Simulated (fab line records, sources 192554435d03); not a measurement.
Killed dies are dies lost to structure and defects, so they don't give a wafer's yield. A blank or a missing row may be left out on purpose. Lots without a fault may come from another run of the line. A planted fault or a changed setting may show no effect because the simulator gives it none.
fab line records | flow n5_finfet | part 2 of 2: steps 25 to 29 of 29
record lots=5 wafers=15 last_day=19
route steps=1938 shown BEOL_M8@1343
lots that met no fault: from a run of the same line without faults
start_h: hours from the record's first day to the start of the lot's first wafer shown | wait_h: hours since the lot's step before | " the same as in the row above | L1.1+2: a row that stands for several wafers | - no value, or no start given | * or withheld: withheld | < > ~ a bound
route shown NAME@n: a module of which the file shows steps, and the number in the route of the first | usual: mean/standard deviation of fault-free wafers | same: alike in all rows | chamber/n: place in a boat | sites: the reading at each site | _std_site: their standard deviation | _edge_site: outer sites' mean less inner sites' | radius_mm: how far each site lies from the wafer's centre | mask NAME#n: copy n | behind: the tool/chamber that last shaped the wafer | hold: why the lot was held/for how many hours/how that ended | device: the transistor (n, p or np) that didn't switch | end of line: the same wafers' tests at the end of the route | a step without rows: its recipe alone | killed: dies lost to structure and defects at the first sort, not the wafer's yield | map: a wafer's dies, x killed, . not, _ none there
set.NAME: the setting as run; set.NAME@STEP: as run at that earlier step | model.NAME: the simulator's own value behind a step, which no gauge read
lots at some steps of the route; a table a step, a row a wafer
services: from which hour (start_h, from the record's first day; less than 0 if before it) a tool's chamber was out of use, for how many hours, and why
## steps
# step N5_BEOL_M8_INSPECT_30
# recipe mode=adi inspect_instrument=brightfield
# usual raw_defect_count=418/100
# columns lot.wafer tool chamber start_h wait_h raw_defect_count
L074.1 defect_inspect-01 - 241.00 0.1 313
L074.3 " - " " 227
L074.4 " - " " 492
L077.3 defect_inspect-01 - 268.37 0.0 447
L077.4 " - " " 377
L077.6 " - " " 319
L079.1 defect_inspect-02 - 278.91 0.1 368
L079.2 " - " " 305
L079.4 " - " " 314
L093.2 defect_inspect-01 - 360.37 0.0 362
L093.4 " - " " 586
L093.6 " - " " 369
L095.3 defect_inspect-01 - 395.35 0.0 399
L095.5 " - " " 430
L095.6 " - " " 446
# step N5_BEOL_M8_DESCUM_33
# recipe chemistry=O2 time_s=7 source_power_w=50 bias_power_w=20 pressure_mtorr=20 rf_frequency_hz=2.712e+07 temp_c=40 resist=CAR-EUV o2_flow_sccm=225
# usual drypump_motor_current_A=5.8/0.4 oes_product_au=0.76/0.059 rf_vpp_V=243.4/1.2 showerhead_plenum_p_Torr=2.11/0.053 throttle_valve_pct=20.50/0.16
# same time_s=7
# columns lot.wafer tool chamber start_h wait_h drypump_motor_current_A oes_product_au rf_hours_counter_h rf_vpp_V showerhead_plenum_p_Torr throttle_valve_pct
L074.1 rie_diel-01 0 241.09 0.1 5.8 0.83 82 244.9 2.20 20.51
L074.3 " 1 " " 5.8 0.81 98 244.2 2.11 20.42
L074.4 " 2 " " 6.2 0.83 76 242.3 2.03 20.53
L077.3 rie_diel-06 3 268.40 0.0 5.9 0.74 164 242.3 2.10 20.50
L077.4 " 0 " " 6.0 0.73 207 243.1 2.07 20.66
L077.6 " 3 " " 5.9 0.74 - 242.7 2.10 20.49
L079.1 rie_diel-04 0 279.14 0.2 6.4 0.87 44 245.8 2.21 20.35
L079.2 " 1 " " 5.3 0.78 124 243.2 2.09 20.14
L079.4 " 2 " " 5.4 0.68 - 244.7 2.15 21.00
L093.2 rie_diel-06 1 360.61 0.2 5.7 0.78 121 242.1 2.10 20.53
L093.4 " 0 " " 5.9 0.69 244 241.7 2.06 20.72
L093.6 " 3 " " 5.9 0.71 - 243.3 2.08 20.56
L095.3 rie_diel-04 2 395.38 0.0 5.4 0.92 19 243.6 2.14 20.67
L095.5 " 3 " " 6.5 0.70 - 245.5 2.15 20.34
L095.6 " 1 " " 5.3 0.73 - 243.9 2.08 20.20
# step N5_BEOL_M8_ETCH_72
# recipe chemistry=N2/H2 target=underlayer target_depth_a=65 mask_material=CAR-EUV time_s=5.2 ion_energy_ev=200 pressure_mtorr=30 source_w=840 bias_w=150 n2_flow_sccm=200 h2_flow_sccm=200 ends=cleared
# usual bias_w=150.0/0.4 drypump_motor_current_A=5.8/0.4 etch_rf_on_time_s=5.18/0.059 oes_product_au=0.65/0.05 rf_vpp_V=524.5/2.3 showerhead_plenum_p_Torr=2.56/0.066 throttle_valve_pct=17.92/0.17
# columns lot.wafer tool chamber start_h wait_h bias_w drypump_motor_current_A etch_rf_on_time_s oes_product_au rf_hours_counter_h rf_vpp_V showerhead_plenum_p_Torr throttle_valve_pct
L074.1 rie_diel-01 0 241.12 0.0 150.0 5.7 5.21 0.70 82 528.0 2.68 17.94
L074.3 " 1 " " 149.7 5.8 5.14 0.70 98 524.8 2.57 17.83
L074.4 " 2 " " 149.9 6.2 5.08 0.72 76 523.0 2.47 17.94
L077.3 rie_diel-06 3 268.44 0.0 150.3 5.9 5.13 0.64 164 525.6 2.53 17.83
L077.4 " 0 " " 150.0 6.0 5.24 0.61 207 523.0 2.51 18.10
L077.6 " 3 " " 150.3 5.9 5.15 0.63 - 524.5 2.53 17.85
L079.1 rie_diel-04 0 279.18 0.0 150.3 6.4 5.09 0.75 44 530.0 2.70 17.75
L079.2 " 1 " " 149.9 5.3 5.19 0.66 124 522.9 2.55 17.51
L079.4 " 2 " " 151.0 5.5 5.21 0.59 - 525.2 2.61 18.50
L093.2 rie_diel-06 1 360.65 0.0 150.3 5.7 5.13 0.68 121 524.0 2.55 17.98
L093.4 " 0 " " 150.7 6.0 5.27 0.60 244 521.9 2.50 18.19
L093.6 " 3 " " 150.3 5.9 5.18 0.61 - 524.1 2.51 17.89
L095.3 rie_diel-04 2 395.42 0.0 149.8 5.5 5.11 0.78 19 527.1 2.60 18.11
L095.5 " 3 " " 150.3 6.5 5.24 0.60 - 525.7 2.61 17.68
L095.6 " 1 " " 150.2 5.3 5.33 0.63 - 523.4 2.53 17.61
# step N5_BEOL_M8_ETCH_65
# recipe chemistry=CF4 target=SiARC target_depth_a=156 mask_material=CAR-EUV time_s=26 ion_energy_ev=80 pressure_mtorr=40 source_w=545 bias_w=36 Ar_flow_sccm=100 cf4_flow_sccm=100 ends=cleared
# usual bias_w=36.00/0.11 drypump_motor_current_A=5.8/0.4 etch_rf_on_time_s=25.92/0.26 oes_product_au=0.65/0.051 rf_vpp_V=184.2/1.2 showerhead_plenum_p_Torr=2.16/0.05 throttle_valve_pct=15.68/0.14
# columns lot.wafer tool chamber start_h wait_h bias_w drypump_motor_current_A etch_rf_on_time_s oes_product_au rf_hours_counter_h rf_vpp_V showerhead_plenum_p_Torr throttle_valve_pct
L074.1 rie_diel-01 0 241.14 0.0 35.88 5.7 26.11 0.71 82 185.1 2.24 15.62
L074.3 " 1 " " 36.05 5.8 25.69 0.70 98 184.5 2.15 15.54
L074.4 " 2 " " 35.93 6.2 25.58 0.71 76 182.7 2.09 15.70
L077.3 rie_diel-06 3 268.45 0.0 36.06 5.9 25.67 0.63 164 183.9 2.13 15.59
L077.4 " 0 " " 36.11 5.9 25.94 0.61 207 182.5 2.12 15.87
L077.6 " 3 " " 35.93 5.9 25.73 0.63 - 183.6 2.13 15.59
L079.1 rie_diel-04 0 279.19 0.0 35.87 6.4 25.35 0.74 44 186.0 2.26 15.53
L079.2 " 1 " " 36.15 5.3 26.30 0.66 124 183.3 2.14 15.37
L079.4 " 2 " " 35.96 5.4 26.13 0.59 - 183.8 2.19 16.16
L093.2 rie_diel-06 1 360.66 0.0 35.95 5.7 25.92 0.67 121 184.2 2.15 15.72
L093.4 " 0 " " 35.88 5.9 26.10 0.60 244 183.5 2.11 15.94
L093.6 " 3 " " 36.14 5.9 25.99 0.61 - 182.6 2.12 15.66
L095.3 rie_diel-04 2 395.43 0.0 35.98 5.4 25.82 0.78 19 183.6 2.18 15.71
L095.5 " 3 " " 36.00 6.5 26.34 0.59 - 183.5 2.19 15.58
L095.6 " 1 " " 36.04 5.3 26.38 0.62 - 182.8 2.13 15.47
# step N5_BEOL_M8_ETCH_66
# recipe chemistry=N2/H2 target=SOC target_depth_a=800 overetch_a=160 mask_material=SiARC temp_c=40 time_s=120 ion_energy_ev=200 pressure_mtorr=30 source_w=840 bias_w=150 n2_flow_sccm=200 h2_flow_sccm=200
# usual bias_w=149.9/0.42 drypump_motor_current_A=5.8/0.4 oes_product_au=0.58/0.043 rf_vpp_V=524.7/2.1 showerhead_plenum_p_Torr=2.56/0.066 throttle_valve_pct=17.88/0.17
# same time_s=120
# columns lot.wafer tool chamber start_h wait_h bias_w drypump_motor_current_A oes_product_au rf_hours_counter_h rf_vpp_V showerhead_plenum_p_Torr throttle_valve_pct
L074.1 rie_diel-01 0 241.17 0.0 150.6 5.7 0.63 82 529.1 2.68 17.91
L074.3 " 1 " " 149.9 5.8 0.62 98 525.8 2.57 17.80
L074.4 " 2 " " 149.5 6.3 0.64 76 521.0 2.47 17.88
L077.3 rie_diel-06 3 268.48 0.0 150.1 5.9 0.56 164 524.1 2.53 17.80
L077.4 " 0 " " 150.3 5.9 0.55 207 523.3 2.51 18.10
L077.6 " 3 " " 150.5 5.9 0.57 - 523.3 2.53 17.79
L079.1 rie_diel-04 0 279.22 0.0 149.9 6.4 0.67 44 528.4 2.70 17.70
L079.2 " 1 " " 150.3 5.3 0.59 125 524.6 2.55 17.49
L079.4 " 2 " " 149.9 5.4 0.53 - 525.9 2.61 18.45
L093.2 rie_diel-06 1 360.69 0.0 150.1 5.7 0.60 121 525.0 2.55 17.93
L093.4 " 0 " " 150.3 5.9 0.54 244 524.2 2.50 18.18
L093.6 " 3 " " 149.5 5.9 0.55 - 523.4 2.51 17.85
L095.3 rie_diel-04 2 395.46 0.0 149.8 5.5 0.68 19 526.5 2.60 18.06
L095.5 " 3 " " 150.4 6.5 0.54 - 525.1 2.61 17.68
L095.6 " 1 " " 150.3 5.3 0.57 - 523.4 2.53 17.57
## services
# columns tool chamber start_h hours kind
euv_scanner-02 - 219.95 1.0 pm
euv_scanner-01 - 226.04 1.0 pm
euv_scanner-01 - 227.05 1.0 pm
euv_scanner-02 - 227.47 2.0 repair
rie_diel-01 - 234.77 2.8 pm
rie_metal-02 - 254.09 14.6 pm
rie_diel-06 3 258.10 3.1 repair
rie_diel-04 3 260.32 20.8 repair
euv_scanner-02 - 262.06 1.0 pm
euv_scanner-02 - 264.95 0.5 repair
euv_scanner-01 - 266.41 4.6 pm
rie_diel-06 1 301.28 8.3 repair
rie_diel-06 - 310.71 2.8 pm
rie_diel-01 0 311.39 14.6 repair
euv_scanner-02 - 318.21 1.0 pm
euv_scanner-02 - 319.60 0.5 repair
rie_diel-01 1 323.83 2.3 repair
rie_diel-04 0 328.48 9.2 repair
rie_diel-01 1 337.50 9.0 repair
euv_scanner-02 - 353.35 4.6 pm
euv_scanner-02 - 362.49 0.2 repair
euv_scanner-02 - 374.36 1.0 pm
rie_diel-01 3 376.33 6.9 repair
rie_diel-06 0 377.94 8.3 repair
